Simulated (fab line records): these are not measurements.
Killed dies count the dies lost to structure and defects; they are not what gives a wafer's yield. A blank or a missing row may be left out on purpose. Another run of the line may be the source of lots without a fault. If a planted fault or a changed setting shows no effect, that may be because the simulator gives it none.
fab line records	flow n5_finfet
[record] lots = 24	wafers = 72	last_day = 18
route steps=1938 shown BEOL_M3@1006 BEOL_M4@1046
lots that met no fault: taken from a fault-free run of the same line
start_h: hours from the record's first day to the start of the lot's first wafer shown	wait_h: how many hours have passed since the lot's step before this one	" same as the row above	L1.1+2: one row covering several wafers at once	- no value, or no start was given	* or withheld: withheld	< > ~ a bound
route shown NAME@n: names a module that has steps shown in the file, with the first one's number in the route	usual: mean/standard deviation of fault-free wafers	same: alike in all rows	chamber/n: place in a boat	sites: readings site by site	_std_site: the values' standard deviation	_edge_site: outer sites' mean less inner sites'	radius_mm: for every site, how far away it sits from the centre of the wafer	mask NAME#n: copy n	behind: tool/chamber where the wafer was last shaped	hold: reason for holding the lot/hours on hold/outcome of the hold	device: names the non-switching transistor (n, p or np)	end of line: at the end of the route, the tests of the same wafers	where a step has no rows: the recipe by itself	killed: at the first sort, the dies lost to defects and structure; wafer yield is something else	map: a wafer's dies, x killed, . not, _ none there
set.NAME: setting as actually run; set.NAME@STEP: the setting as run at that earlier step	model.NAME: the simulator's own value behind a step, which no gauge read
the route's steps for a sample of lots (tables are steps, rows are wafers)
services: from which hour (start_h, from the record's first day; less than 0 if before it) a tool's chamber was out of use, for how many hours, and why
[[steps]]
[step N5_BEOL_M3_SPUTTER_92]
[recipe] material = Cu	target_thk_a = 45	temp_c = -20	chamber_pressure_pa = 0.07	power_w = withheld	time_s = 8.29
[usual] susceptor_temp_C = -19.98/0.11	throttle_valve_pct = 30.5/0.9
lot.wafer	tool	chamber	start_h	wait_h	susceptor_temp_C	throttle_valve_pct
L074.1	pvd_sputter-03	-	168.68	0.1	-20.09	29.9
L074.3	"	-	"	"	-20.16	32.2
L074.5	"	-	"	"	-19.89	29.0
L076.1	pvd_sputter-03	-	171.74	0.1	-19.97	31.1
L076.3	"	-	"	"	-19.86	29.8
L076.6	"	-	"	"	-19.83	29.7
L075.3	pvd_sputter-01	-	171.76	0.1	-19.99	30.0
L075.4	"	-	"	"	-20.08	29.9
L075.6	"	-	"	"	-20.06	31.5
L077.1	pvd_sputter-01	-	174.72	0.1	-19.95	31.3
L077.3	"	-	"	"	-20.05	29.9
L077.5	"	-	"	"	-19.98	30.0
L078.2	pvd_sputter-03	-	183.35	0.1	-20.09	32.2
L078.4	"	-	"	"	-20.01	31.3
L078.5	"	-	"	"	-20.07	29.7
L080.1	pvd_sputter-03	-	185.51	0.1	-20.04	29.1
L080.2	"	-	"	"	-19.91	30.9
L080.6	"	-	"	"	-19.79	29.2
L079.3	pvd_sputter-02	-	187.07	0.1	-19.96	29.9
L079.4	"	-	"	"	-20.03	30.6
L079.6	"	-	"	"	-20.06	30.4
L082.2	pvd_sputter-03	-	211.29	0.1	-19.90	32.1
L082.4	"	-	"	"	-19.96	31.1
L082.6	"	-	"	"	-20.14	29.6
L081.2	pvd_sputter-01	-	211.32	0.1	-19.91	31.3
L081.4	"	-	"	"	-20.06	30.5
L081.5	"	-	"	"	-20.13	30.4
L084.1	pvd_sputter-03	-	220.34	0.1	-19.90	32.1
L084.3	"	-	"	"	-19.99	28.9
L084.4	"	-	"	"	-20.06	31.1
L083.2	pvd_sputter-02	-	220.48	0.1	-19.63	30.4
L083.4	"	-	"	"	-19.95	30.5
L083.5	"	-	"	"	-19.92	30.5
L085.3	pvd_sputter-02	-	232.71	0.1	-19.94	30.8
L085.5	"	-	"	"	-20.14	30.4
L085.6	"	-	"	"	-19.87	30.0
L087.2	pvd_sputter-02	-	235.59	0.1	-20.07	30.4
L087.4	"	-	"	"	-19.82	30.0
L087.6	"	-	"	"	-19.87	30.3
L088.2	pvd_sputter-01	-	243.22	0.1	-20.09	30.2
L088.3	"	-	"	"	-20.00	31.2
L088.5	"	-	"	"	-19.97	29.9
L086.1	pvd_sputter-02	-	246.38	0.1	-20.05	29.9
L086.2	"	-	"	"	-19.85	30.6
L086.5	"	-	"	"	-19.96	29.8
L089.2	pvd_sputter-03	-	246.54	0.1	-19.93	32.3
L089.4	"	-	"	"	-20.07	29.9
L089.6	"	-	"	"	-20.09	31.2
L091.2	pvd_sputter-03	-	253.68	0.1	-19.91	29.4
L091.4	"	-	"	"	-20.09	28.8
L091.6	"	-	"	"	-20.04	28.8
L090.1	pvd_sputter-02	-	256.93	0.1	-19.98	30.7
L090.5	"	-	"	"	-20.04	30.3
L090.6	"	-	"	"	-19.92	30.5
L092.2	pvd_sputter-01	-	269.99	0.1	-20.00	31.6
L092.5	"	-	"	"	-20.03	31.3
L092.6	"	-	"	"	-19.86	30.6
L093.3	pvd_sputter-02	-	274.43	0.1	-19.82	30.2
L093.4	"	-	"	"	-19.87	29.7
L093.5	"	-	"	"	-19.69	30.6
L094.4	pvd_sputter-02	-	285.35	0.1	-19.97	30.7
L094.5	"	-	"	"	-20.08	30.6
L094.6	"	-	"	"	-19.85	30.8
L095.1	pvd_sputter-03	-	286.69	0.1	-19.85	29.5
L095.5	"	-	"	"	-20.08	32.2
L095.6	"	-	"	"	-20.08	31.2
L097.1	pvd_sputter-03	-	305.43	0.1	-19.99	31.3
L097.4	"	-	"	"	-20.10	29.6
L097.5	"	-	"	"	-20.28	29.6
L096.1	pvd_sputter-01	-	307.12	0.1	-20.26	30.2
L096.2	"	-	"	"	-19.94	31.0
L096.3	"	-	"	"	-19.98	30.2
[step N5_BEOL_M4_CD_MEAS_18]
[recipe] pitch_nm = 36	target_cd_nm = 18
[usual] cd_nm = 18.0/0.41
lot.wafer	tool	chamber	start_h	wait_h	cd_nm
L074.1	cd_sem-03	-	173.04	0.0	17.7
L074.3	"	-	"	"	18.3
L074.5	"	-	"	"	18.0
L076.1	cd_sem-03	-	176.02	0.0	17.3
L076.3	"	-	"	"	17.6
L076.6	"	-	"	"	17.6
L075.3	cd_sem-03	-	176.19	0.1	18.4
L075.4	"	-	"	"	19.0
L075.6	"	-	"	"	18.3
L077.1	cd_sem-03	-	179.52	0.0	18.1
L077.3	"	-	"	"	17.5
L077.5	"	-	"	"	18.0
L078.2	cd_sem-02	-	189.39	0.1	18.7
L078.4	"	-	"	"	18.2
L078.5	"	-	"	"	18.8
L080.1	cd_sem-02	-	190.20	0.0	17.5
L080.2	"	-	"	"	18.3
L080.6	"	-	"	"	18.2
L079.3	cd_sem-03	-	191.49	0.1	17.5
L079.4	"	-	"	"	17.7
L079.6	"	-	"	"	17.3
L082.2	cd_sem-01	-	214.75	0.1	17.6
L082.4	"	-	"	"	18.1
L082.6	"	-	"	"	18.3
L081.2	cd_sem-01	-	214.98	0.1	17.6
L081.4	"	-	"	"	17.8
L081.5	"	-	"	"	18.5
L084.1	cd_sem-01	-	223.66	0.0	17.1
L084.3	"	-	"	"	18.1
L084.4	"	-	"	"	18.5
L083.2	cd_sem-02	-	224.07	0.1	17.5
L083.4	"	-	"	"	18.1
L083.5	"	-	"	"	18.0
L085.3	cd_sem-01	-	239.13	0.1	18.6
L085.5	"	-	"	"	17.9
L085.6	"	-	"	"	18.3
L087.2	cd_sem-02	-	240.18	0.1	18.2
L087.4	"	-	"	"	17.3
L087.6	"	-	"	"	17.6
L088.2	cd_sem-01	-	247.73	0.1	18.3
L088.3	"	-	"	"	18.2
L088.5	"	-	"	"	18.2
L086.1	cd_sem-03	-	251.60	0.0	18.2
L086.2	"	-	"	"	18.0
L086.5	"	-	"	"	17.9
L089.2	cd_sem-02	-	252.18	0.1	17.2
L089.4	"	-	"	"	17.7
L089.6	"	-	"	"	17.2
L091.2	cd_sem-03	-	256.58	0.1	17.9
L091.4	"	-	"	"	17.8
L091.6	"	-	"	"	17.7
L090.1	cd_sem-02	-	260.55	0.0	18.5
L090.5	"	-	"	"	18.0
L090.6	"	-	"	"	18.4
L092.2	cd_sem-01	-	273.60	0.1	17.6
L092.5	"	-	"	"	17.2
L092.6	"	-	"	"	18.1
L093.3	cd_sem-03	-	280.10	0.1	17.8
L093.4	"	-	"	"	17.2
L093.5	"	-	"	"	17.4
L094.4	cd_sem-03	-	289.12	0.0	18.2
L094.5	"	-	"	"	17.9
L094.6	"	-	"	"	18.2
L095.1	cd_sem-02	-	290.13	0.0	17.8
L095.5	"	-	"	"	17.5
L095.6	"	-	"	"	17.7
L097.1	cd_sem-02	-	308.86	0.0	17.4
L097.4	"	-	"	"	17.4
L097.5	"	-	"	"	17.5
L096.1	cd_sem-03	-	309.91	0.0	17.9
L096.2	"	-	"	"	18.0
L096.3	"	-	"	"	17.8
[step N5_BEOL_M4_ETCH_77]
[recipe] chemistry = N2/H2	target = underlayer	target_depth_a = 65	mask_material = CAR-EUV	time_s = 5.2	ion_energy_ev = 200	pressure_mtorr = 30	source_w = 840	bias_w = 150	n2_flow_sccm = 200	h2_flow_sccm = 200	ends = cleared
[usual] drypump_motor_current_A = 5.72/0.3	etch_rf_on_time_s = 5.03/0.16	n2_flow_sccm = 199.9/0.61	oes_product_au = 0.69/0.075	rf_vpp_V = 523.8/2.6	showerhead_plenum_p_Torr = 2.53/0.079	throttle_valve_pct = 17.88/0.28
lot.wafer	tool	chamber	start_h	wait_h	drypump_motor_current_A	etch_rf_on_time_s	n2_flow_sccm	oes_product_au	rf_hours_counter_h	rf_vpp_V	showerhead_plenum_p_Torr	throttle_valve_pct
L074.1	rie_diel-05	3	173.52	0.0	5.27	4.90	199.8	0.81	10	523.3	2.48	17.97
L074.3	"	0	"	"	5.80	5.20	200.3	0.63	185	526.8	2.52	17.83
L074.5	"	1	"	"	5.84	5.23	200.7	0.74	-	527.1	2.57	17.35
L076.1	rie_diel-05	3	176.62	0.0	5.31	4.82	200.5	0.82	11	521.9	2.48	18.01
L076.3	"	2	"	"	5.86	4.81	199.9	0.81	22	521.9	2.51	18.31
L076.6	"	3	"	"	5.31	4.84	199.9	0.81	-	525.6	2.48	17.98
L075.3	rie_diel-01	2	176.68	0.0	6.19	5.04	199.4	0.83	14	524.9	2.58	17.70
L075.4	"	2	"	"	6.20	5.02	200.5	0.84	-	526.3	2.58	17.70
L075.6	"	1	"	"	5.91	5.34	200.8	0.66	-	527.2	2.66	17.62
L077.1	rie_diel-03	0	180.12	0.0	5.54	4.98	199.9	0.61	195	525.8	2.62	18.21
L077.3	"	2	"	"	5.73	5.04	201.1	0.65	167	518.3	2.44	17.95
L077.5	"	2	"	"	5.71	5.12	201.1	0.65	-	520.3	2.44	17.94
L078.2	rie_diel-03	1	190.59	0.0	5.40	5.01	200.3	0.62	220	519.4	2.38	17.89
L078.4	"	0	"	"	5.54	4.98	199.7	0.60	200	523.9	2.61	18.26
L078.5	"	3	"	"	5.64	4.82	200.4	0.73	-	525.0	2.57	17.71
L080.1	rie_diel-01	1	191.34	0.0	5.92	5.37	200.6	0.67	117	527.6	2.66	17.63
L080.2	"	3	"	"	5.11	5.12	198.9	0.81	5	528.6	2.71	17.53
L080.6	"	3	"	"	5.13	5.13	198.6	0.81	-	527.7	2.71	17.57
L079.3	rie_diel-01	0	192.11	0.0	6.23	4.96	199.8	0.68	132	523.8	2.53	17.83
L079.4	"	2	"	"	6.17	4.92	198.8	0.82	22	526.6	2.58	17.71
L079.6	"	1	"	"	5.96	5.32	200.2	0.65	-	526.5	2.65	17.66
L082.2	rie_diel-03	3	215.23	0.0	5.65	4.86	199.8	0.72	77	525.0	2.57	17.71
L082.4	"	0	"	"	5.54	5.03	199.5	0.60	208	525.6	2.61	18.25
L082.6	"	2	"	"	5.72	5.15	199.9	0.62	-	522.5	2.43	17.97
L081.2	rie_diel-05	2	215.58	0.0	5.87	4.91	201.0	0.80	29	519.8	2.51	18.33
L081.4	"	1	"	"	5.84	5.15	200.2	0.72	56	525.4	2.57	17.38
L081.5	"	0	"	"	5.81	5.17	200.1	0.62	-	521.5	2.52	17.85
L084.1	rie_diel-03	3	224.14	0.0	5.63	4.84	199.7	0.72	81	523.2	2.57	17.71
L084.3	"	1	"	"	5.38	5.03	198.9	0.61	231	519.2	2.37	17.93
L084.4	"	0	"	"	5.53	5.00	199.3	0.60	211	524.8	2.61	18.25
L083.2	rie_diel-05	2	224.58	0.0	5.86	4.86	200.0	0.79	32	521.0	2.51	18.34
L083.4	"	0	"	"	5.78	5.15	199.9	0.62	196	524.9	2.52	17.86
L083.5	"	0	"	"	5.80	5.12	200.5	0.63	-	523.3	2.52	17.86
L085.3	rie_diel-01	0	239.78	0.0	6.21	4.98	199.1	0.67	148	523.5	2.53	17.84
L085.5	"	3	"	"	5.17	5.15	201.0	0.77	-	527.5	2.70	17.60
L085.6	"	0	"	"	6.22	4.90	200.0	0.68	-	523.3	2.53	17.87
L087.2	rie_diel-03	2	240.67	0.0	5.74	5.12	200.6	0.63	189	521.9	2.43	17.97
L087.4	"	1	"	"	5.37	4.97	200.5	0.61	237	519.8	2.37	17.92
L087.6	"	1	"	"	5.38	4.95	200.1	0.61	-	519.4	2.37	17.91
L088.2	rie_diel-05	0	248.21	0.0	5.79	5.05	200.0	0.63	205	523.9	2.51	17.88
L088.3	"	2	"	"	5.85	4.79	200.0	0.79	39	521.7	2.51	18.37
L088.5	"	1	"	"	5.82	5.16	198.8	0.73	-	525.0	2.56	17.40
L086.1	rie_diel-03	3	252.43	0.0	5.60	4.80	200.1	0.72	91	524.7	2.57	17.73
L086.2	"	1	"	"	5.38	4.97	200.2	0.60	241	519.1	2.37	17.93
L086.5	"	1	"	"	5.37	4.96	200.2	0.60	-	520.0	2.37	17.93
L089.2	rie_diel-05	0	252.78	0.0	5.81	5.10	200.8	0.63	207	521.4	2.51	17.88
L089.4	"	1	"	"	5.85	5.19	199.9	0.72	68	525.4	2.56	17.39
L089.6	"	3	"	"	5.28	4.85	199.4	0.78	-	522.8	2.47	18.03
L091.2	rie_diel-05	2	257.07	0.0	5.86	4.85	200.2	0.79	42	523.7	2.50	18.36
L091.4	"	3	"	"	5.29	4.81	199.6	0.78	33	523.4	2.47	18.02
L091.6	"	3	"	"	5.28	4.83	200.1	0.79	-	522.5	2.47	18.03
L090.1	rie_diel-03	3	261.02	0.0	5.66	4.79	200.0	0.71	93	526.8	2.56	17.73
L090.5	"	1	"	"	5.39	4.95	200.6	0.60	-	522.3	2.37	17.93
L090.6	"	0	"	"	5.54	4.99	199.9	0.59	-	525.4	2.60	18.27
L092.2	rie_diel-05	3	274.08	0.0	5.31	4.89	200.2	0.76	39	521.1	2.47	18.03
L092.5	"	3	"	"	5.29	4.91	199.9	0.76	-	521.8	2.47	18.05
L092.6	"	1	"	"	5.83	5.25	200.1	0.70	-	525.4	2.56	17.40
L093.3	rie_diel-05	1	280.69	0.0	5.85	5.30	199.7	0.70	77	523.3	2.56	17.40
L093.4	"	0	"	"	5.80	5.20	199.0	0.62	-	521.1	2.51	17.89
L093.5	"	1	"	"	5.85	5.26	199.5	0.70	-	527.9	2.56	17.41
L094.4	rie_diel-03	2	289.60	0.0	5.72	5.16	200.3	0.61	-	517.6	2.42	17.99
L094.5	"	0	"	"	5.53	5.02	199.9	0.59	-	527.1	2.60	18.28
L094.6	"	3	"	"	5.63	4.83	199.2	0.69	-	524.9	2.56	17.78
L095.1	rie_diel-01	0	290.61	0.0	6.21	4.97	199.5	0.66	167	522.7	2.52	17.93
L095.5	"	1	"	"	5.92	5.40	200.3	0.63	-	526.9	2.64	17.71
L095.6	"	2	"	"	6.17	4.93	200.8	0.77	-	525.3	2.57	17.76
L097.1	rie_diel-01	1	309.51	0.0	5.95	5.43	199.5	0.63	156	527.3	2.64	17.71
L097.4	"	0	"	"	6.23	4.91	199.6	0.65	-	522.3	2.51	17.95
L097.5	"	1	"	"	5.94	5.41	198.8	0.62	-	527.4	2.64	17.73
L096.1	rie_diel-05	2	310.59	0.0	5.88	4.91	200.4	0.74	65	520.9	2.49	18.41
L096.2	"	3	"	"	5.27	4.83	200.7	0.75	55	522.2	2.46	18.07
L096.3	"	1	"	"	5.84	5.14	199.6	0.70	85	526.1	2.55	17.43
[step N5_BEOL_M4_OCD_MEAS_38]
[usual] trench_depth_nm = 56.6/1.2
lot.wafer	tool	chamber	start_h	wait_h	trench_depth_nm
L074.1	ocd-01	-	179.10	-	57.2
L074.3	"	-	"	"	56.2
L074.5	"	-	"	"	56.1
L075.3	ocd-01	-	179.34	-	56.3
L075.4	"	-	"	"	56.4
L075.6	"	-	"	"	57.0
L076.1	ocd-01	-	193.43	-	57.7
L076.3	"	-	"	"	56.6
L076.6	"	-	"	"	56.8
L077.1	ocd-02	-	194.19	-	56.9
L077.3	"	-	"	"	56.8
L077.5	"	-	"	"	55.0
L078.2	ocd-02	-	196.99	-	57.6
L078.4	"	-	"	"	56.3
L078.5	"	-	"	"	57.4
L080.1	ocd-02	-	197.23	-	56.3
L080.2	"	-	"	"	56.2
L080.6	"	-	"	"	56.0
L079.3	ocd-02	-	199.95	-	56.6
L079.4	"	-	"	"	57.8
L079.6	"	-	"	"	57.5
L082.2	ocd-01	-	221.96	-	57.6
L082.4	"	-	"	"	56.3
L082.6	"	-	"	"	56.1
L081.2	ocd-02	-	222.14	-	54.4
L081.4	"	-	"	"	56.2
L081.5	"	-	"	"	55.9
L083.2	ocd-01	-	225.21	-	55.7
L083.4	"	-	"	"	57.4
L083.5	"	-	"	"	55.4
L084.1	ocd-01	-	225.22	-	56.3
L084.3	"	-	"	"	56.9
L084.4	"	-	"	"	56.6
L085.3	ocd-02	-	246.82	-	56.3
L085.5	"	-	"	"	54.8
L085.6	"	-	"	"	56.7
L087.2	ocd-01	-	247.29	-	56.1
L087.4	"	-	"	"	56.4
L087.6	"	-	"	"	54.4
L088.2	ocd-02	-	251.09	-	58.1
L088.3	"	-	"	"	55.8
L088.5	"	-	"	"	55.5
L086.1	ocd-01	-	254.38	-	56.5
L086.2	"	-	"	"	56.2
L086.5	"	-	"	"	55.4
L089.2	ocd-01	-	254.88	-	57.0
L089.4	"	-	"	"	56.5
L089.6	"	-	"	"	57.8
L091.2	ocd-02	-	265.44	-	57.0
L091.4	"	-	"	"	57.9
L091.6	"	-	"	"	58.1
L090.1	ocd-01	-	274.59	-	55.8
L090.5	"	-	"	"	55.5
L090.6	"	-	"	"	57.8
L092.2	ocd-01	-	278.84	-	55.4
L092.5	"	-	"	"	57.5
L092.6	"	-	"	"	54.1
L093.3	ocd-02	-	282.28	-	56.6
L093.4	"	-	"	"	56.9
L093.5	"	-	"	"	59.4
L094.4	ocd-01	-	297.31	-	57.3
L094.5	"	-	"	"	58.5
L094.6	"	-	"	"	56.6
L095.1	ocd-02	-	297.50	-	57.0
L095.5	"	-	"	"	57.4
L095.6	"	-	"	"	59.0
L097.1	ocd-02	-	320.67	-	57.9
L097.4	"	-	"	"	53.7
L097.5	"	-	"	"	58.7
L096.1	ocd-01	-	320.93	-	56.5
L096.2	"	-	"	"	57.5
L096.3	"	-	"	"	57.5
[step N5_BEOL_M4_ANNEAL_87]
[recipe] temp_c = 400	time_s = 240	ambient = vacuum
[usual] heater_power_w = 839/56	susceptor_temp_C = 399.99/0.23
lot.wafer	tool	chamber	start_h	wait_h	heater_power_w	susceptor_temp_C
L074.1	pvd_sputter-02	-	181.11	0.0	757	399.80
L074.3	"	-	"	"	896	399.77
L074.5	"	-	"	"	813	400.30
L075.3	pvd_sputter-01	-	181.24	0.0	826	400.19
L075.4	"	-	"	"	875	400.00
L075.6	"	-	"	"	854	400.03
L076.1	pvd_sputter-01	-	195.78	0.0	751	399.67
L076.3	"	-	"	"	869	400.47
L076.6	"	-	"	"	845	400.08
L077.1	pvd_sputter-02	-	196.18	0.0	765	399.77
L077.3	"	-	"	"	832	400.02
L077.5	"	-	"	"	838	400.02
L078.2	pvd_sputter-01	-	198.54	0.0	859	399.73
L078.4	"	-	"	"	938	400.35
L078.5	"	-	"	"	942	400.05
L080.1	pvd_sputter-03	-	200.32	0.0	778	400.56
L080.2	"	-	"	"	852	400.00
L080.6	"	-	"	"	840	400.25
L079.3	pvd_sputter-02	-	201.96	0.0	846	399.61
L079.4	"	-	"	"	788	399.71
L079.6	"	-	"	"	921	399.83
L082.2	pvd_sputter-01	-	223.74	0.0	740	400.04
L082.4	"	-	"	"	935	400.13
L082.6	"	-	"	"	911	399.75
L081.2	pvd_sputter-03	-	224.20	0.0	891	399.88
L081.4	"	-	"	"	853	399.93
L081.5	"	-	"	"	829	399.64
L083.2	pvd_sputter-02	-	228.29	0.0	818	400.21
L083.4	"	-	"	"	920	400.01
L083.5	"	-	"	"	859	399.87
L084.1	pvd_sputter-01	-	228.43	0.0	917	399.70
L084.3	"	-	"	"	853	400.20
L084.4	"	-	"	"	741	400.15
L085.3	pvd_sputter-02	-	249.09	0.0	813	399.77
L085.5	"	-	"	"	838	399.75
L085.6	"	-	"	"	784	400.05
L087.2	pvd_sputter-01	-	250.22	0.0	729	399.83
L087.4	"	-	"	"	851	400.06
L087.6	"	-	"	"	738	400.07
L088.2	pvd_sputter-02	-	253.17	0.0	850	400.12
L088.3	"	-	"	"	898	399.91
L088.5	"	-	"	"	912	399.83
L086.1	pvd_sputter-03	-	256.12	0.0	859	400.02
L086.2	"	-	"	"	915	400.03
L086.5	"	-	"	"	900	400.28
L089.2	pvd_sputter-03	-	258.37	0.0	845	399.87
L089.4	"	-	"	"	903	400.02
L089.6	"	-	"	"	900	400.51
L091.2	pvd_sputter-02	-	267.67	0.0	924	400.38
L091.4	"	-	"	"	809	400.31
L091.6	"	-	"	"	919	400.16
L090.1	pvd_sputter-02	-	276.61	0.0	838	400.20
L090.5	"	-	"	"	812	399.95
L090.6	"	-	"	"	839	399.70
L092.2	pvd_sputter-02	-	281.37	0.0	900	399.82
L092.5	"	-	"	"	837	400.36
L092.6	"	-	"	"	816	400.06
L093.3	pvd_sputter-01	-	284.02	0.0	892	400.03
L093.4	"	-	"	"	816	400.00
L093.5	"	-	"	"	870	400.00
L094.4	pvd_sputter-02	-	300.70	0.0	777	400.11
L094.5	"	-	"	"	834	400.23
L094.6	"	-	"	"	813	399.80
L095.1	pvd_sputter-03	-	301.42	0.0	919	399.84
L095.5	"	-	"	"	824	400.03
L095.6	"	-	"	"	778	400.01
L097.1	pvd_sputter-02	-	323.85	0.0	807	399.48
L097.4	"	-	"	"	905	400.17
L097.5	"	-	"	"	763	399.75
L096.1	pvd_sputter-01	-	324.81	0.0	724	400.43
L096.2	"	-	"	"	826	400.31
L096.3	"	-	"	"	934	399.74
[step N5_BEOL_M4_INSPECT_59]
[recipe] inspect_instrument = darkfield	mode = post_dep
[usual] raw_defect_count = 80/30
lot.wafer	tool	chamber	start_h	wait_h	raw_defect_count
L074.1	defect_inspect-02	-	183.46	0.0	60
L074.3	"	-	"	"	159
L074.5	"	-	"	"	101
L075.3	defect_inspect-01	-	183.57	0.0	62
L075.4	"	-	"	"	90
L075.6	"	-	"	"	84
L076.1	defect_inspect-01	-	197.94	0.0	63
L076.3	"	-	"	"	62
L076.6	"	-	"	"	87
L077.1	defect_inspect-02	-	198.27	0.0	83
L077.3	"	-	"	"	87
L077.5	"	-	"	"	80
L078.2	defect_inspect-02	-	200.76	0.0	66
L078.4	"	-	"	"	64
L078.5	"	-	"	"	96
L080.1	defect_inspect-02	-	202.43	0.0	77
L080.2	"	-	"	"	113
L080.6	"	-	"	"	70
L079.3	defect_inspect-01	-	204.11	0.0	163
L079.4	"	-	"	"	123
L079.6	"	-	"	"	77
L082.2	defect_inspect-01	-	225.88	0.0	46
L082.4	"	-	"	"	69
L082.6	"	-	"	"	61
L081.2	defect_inspect-02	-	226.34	0.0	63
L081.4	"	-	"	"	43
L081.5	"	-	"	"	51
L083.2	defect_inspect-02	-	230.38	0.0	88
L083.4	"	-	"	"	61
L083.5	"	-	"	"	85
L084.1	defect_inspect-02	-	230.65	0.0	132
L084.3	"	-	"	"	103
L084.4	"	-	"	"	81
L085.3	defect_inspect-01	-	251.19	0.0	44
L085.5	"	-	"	"	44
L085.6	"	-	"	"	44
L087.2	defect_inspect-02	-	252.66	0.0	166
L087.4	"	-	"	"	189
L087.6	"	-	"	"	187
L088.2	defect_inspect-01	-	255.35	0.0	94
L088.3	"	-	"	"	84
L088.5	"	-	"	"	123
L086.1	defect_inspect-01	-	258.30	0.0	63
L086.2	"	-	"	"	30
L086.5	"	-	"	"	35
L089.2	defect_inspect-01	-	260.62	0.0	112
L089.4	"	-	"	"	70
L089.6	"	-	"	"	81
L091.2	defect_inspect-02	-	269.78	0.0	58
L091.4	"	-	"	"	44
L091.6	"	-	"	"	56
L090.1	defect_inspect-01	-	278.81	0.0	64
L090.5	"	-	"	"	64
L090.6	"	-	"	"	83
L092.2	defect_inspect-01	-	283.56	0.0	63
L092.5	"	-	"	"	60
L092.6	"	-	"	"	63
L093.3	defect_inspect-01	-	286.32	0.0	30
L093.4	"	-	"	"	51
L093.5	"	-	"	"	50
L094.4	defect_inspect-01	-	302.85	0.0	92
L094.5	"	-	"	"	77
L094.6	"	-	"	"	65
L095.1	defect_inspect-01	-	303.55	0.0	123
L095.5	"	-	"	"	130
L095.6	"	-	"	"	108
L097.1	defect_inspect-02	-	326.01	0.0	79
L097.4	"	-	"	"	69
L097.5	"	-	"	"	53
L096.1	defect_inspect-02	-	327.28	0.0	75
L096.2	"	-	"	"	48
L096.3	"	-	"	"	99
[[services]]
tool	chamber	start_h	hours	kind
rie_diel-03	3	149.91	2.5	repair
rie_diel-01	3	153.44	-	clean
rie_diel-01	3	153.44	-	consumable_replace:focus_ring
rie_diel-01	3	153.44	-	consumable_replace:showerhead
rie_diel-01	3	153.44	27.5	scheduled_down
rie_diel-01	3	153.44	27.5	vent_cycle
rie_diel-05	-	180.40	15.6	pm
rie_diel-03	-	253.52	0.4	repair
rie_diel-05	0	265.47	8.7	repair
rie_diel-03	1	276.68	-	clean
rie_diel-03	1	276.68	-	consumable_replace:focus_ring
rie_diel-03	1	276.68	-	consumable_replace:showerhead
rie_diel-03	1	276.68	18.7	scheduled_down
rie_diel-03	1	276.68	18.7	vent_cycle
rie_diel-05	2	279.25	2.4	repair
rie_diel-05	0	287.52	1.8	repair
rie_diel-01	3	288.67	23.6	repair
pvd_sputter-02	-	288.91	7.9	repair
rie_diel-05	1	290.79	6.3	repair
rie_diel-03	0	293.22	10.1	repair
pvd_sputter-02	-	303.50	6.2	repair
rie_diel-01	0	317.16	9.8	repair
rie_diel-05	1	317.84	8.7	repair
[[key]]
fault none
